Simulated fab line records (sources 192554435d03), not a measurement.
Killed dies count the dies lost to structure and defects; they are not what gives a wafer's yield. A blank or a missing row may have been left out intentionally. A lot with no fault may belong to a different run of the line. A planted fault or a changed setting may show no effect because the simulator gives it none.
Chamber matching || flow n5Finfet || rieDiel-05 running N5_BEOL_M13_ETCH_68: 4 sister chambers
The step etches SOC in N2/H2, time 355 s. 14 wafers are shown with their chamber, then 7 later ones without.

WAFERS WITH THEIR CHAMBER
{"wafer": "L077.1", "chamber": 1, "throttleValvePct (%)": 17.87, "showerheadPlenumPTorr (Torr)": 2.51, "oesProductAu (a.u.)": 0.94}
{"wafer": "L077.3", "chamber": 2, "throttleValvePct (%)": 17.89, "showerheadPlenumPTorr (Torr)": 2.42, "oesProductAu (a.u.)": 0.71}
{"wafer": "L077.5", "chamber": 0, "throttleValvePct (%)": 17.53, "showerheadPlenumPTorr (Torr)": 2.47, "oesProductAu (a.u.)": 0.84}
{"wafer": "L079.1", "chamber": 3, "throttleValvePct (%)": 17.82, "showerheadPlenumPTorr (Torr)": 2.44, "oesProductAu (a.u.)": 0.75}
{"wafer": "L079.4", "chamber": 2, "throttleValvePct (%)": 17.89, "showerheadPlenumPTorr (Torr)": 2.42, "oesProductAu (a.u.)": 0.70}
{"wafer": "L079.6", "chamber": 2, "throttleValvePct (%)": 17.89, "showerheadPlenumPTorr (Torr)": 2.42, "oesProductAu (a.u.)": 0.69}
{"wafer": "L080.1", "chamber": 2, "throttleValvePct (%)": 17.88, "showerheadPlenumPTorr (Torr)": 2.42, "oesProductAu (a.u.)": 0.69}
{"wafer": "L080.3", "chamber": 3, "throttleValvePct (%)": 17.84, "showerheadPlenumPTorr (Torr)": 2.44, "oesProductAu (a.u.)": 0.75}
{"wafer": "L080.6", "chamber": 2, "throttleValvePct (%)": 17.90, "showerheadPlenumPTorr (Torr)": 2.42, "oesProductAu (a.u.)": 0.69}
{"wafer": "L081.1", "chamber": 0, "throttleValvePct (%)": 17.54, "showerheadPlenumPTorr (Torr)": 2.47, "oesProductAu (a.u.)": 0.83}
{"wafer": "L081.4", "chamber": 2, "throttleValvePct (%)": 17.89, "showerheadPlenumPTorr (Torr)": 2.41, "oesProductAu (a.u.)": 0.69}
{"wafer": "L081.6", "chamber": 3, "throttleValvePct (%)": 17.83, "showerheadPlenumPTorr (Torr)": 2.43, "oesProductAu (a.u.)": 0.74}
{"wafer": "L086.1", "chamber": 1, "throttleValvePct (%)": 17.92, "showerheadPlenumPTorr (Torr)": 2.50, "oesProductAu (a.u.)": 0.89}
{"wafer": "L086.2", "chamber": 3, "throttleValvePct (%)": 17.85, "showerheadPlenumPTorr (Torr)": 2.43, "oesProductAu (a.u.)": 0.73}

SIGNATURES (means of the wafers above)
{"reading": "throttleValvePct", "chamber 0": 17.5350, "chamber 1": 17.8950, "chamber 2": 17.8900, "chamber 3": 17.8350, "scatter within a chamber": 0.0141}
{"reading": "showerheadPlenumPTorr", "chamber 0": 2.4700, "chamber 1": 2.5050, "chamber 2": 2.4183, "chamber 3": 2.4350, "scatter within a chamber": 0.00483}
{"reading": "oesProductAu", "chamber 0": 0.8350, "chamber 1": 0.9150, "chamber 2": 0.6950, "chamber 3": 0.7425, "scatter within a chamber": 0.0139}
Rule: for a wafer and a chamber, the distance is found by dividing, reading by reading, the gap between the wafer's reading and the chamber's mean by the reading's scatter, squaring, summing and taking the root. If the next closest chamber is less than 2 further off than the closest, the wafer can't be placed; otherwise it belongs to the closest. The scatter: the root of (the sum of the squares of (reading less its chamber's mean) over the shown wafers, divided by (wafers less chambers)).

WAFERS WITH NO CHAMBER GIVEN
{"wafer": "L086.4", "throttleValvePct (%)": 17.54, "showerheadPlenumPTorr (Torr)": 2.46, "oesProductAu (a.u.)": 0.82}
{"wafer": "L090.1", "throttleValvePct (%)": 17.92, "showerheadPlenumPTorr (Torr)": 2.41, "oesProductAu (a.u.)": 0.69}
{"wafer": "L090.3", "throttleValvePct (%)": 17.56, "showerheadPlenumPTorr (Torr)": 2.46, "oesProductAu (a.u.)": 0.81}
{"wafer": "L090.6", "throttleValvePct (%)": 17.93, "showerheadPlenumPTorr (Torr)": 2.50, "oesProductAu (a.u.)": 0.89}
{"wafer": "L096.2", "throttleValvePct (%)": 17.96, "showerheadPlenumPTorr (Torr)": 2.49, "oesProductAu (a.u.)": 0.86}
{"wafer": "L096.3", "throttleValvePct (%)": 17.89, "showerheadPlenumPTorr (Torr)": 2.42, "oesProductAu (a.u.)": 0.72}
{"wafer": "L096.6", "throttleValvePct (%)": 17.89, "showerheadPlenumPTorr (Torr)": 2.42, "oesProductAu (a.u.)": 0.71}

THE CHAMBER EACH PASSED THROUGH
{"wafer": "L086.4", "from the rows above": 0, "in truth": 0}
{"wafer": "L090.1", "from the rows above": 2, "in truth": 2}
{"wafer": "L090.3", "from the rows above": 0, "in truth": 0}
{"wafer": "L090.6", "from the rows above": 1, "in truth": 1}
{"wafer": "L096.2", "from the rows above": 1, "in truth": 1}
{"wafer": "L096.3", "from the rows above": 2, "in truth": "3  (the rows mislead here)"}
{"wafer": "L096.6", "from the rows above": 2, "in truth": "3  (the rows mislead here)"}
Correct placement for 5 of the 7. Not placeable from these rows: 0. Placed wrongly: 2.
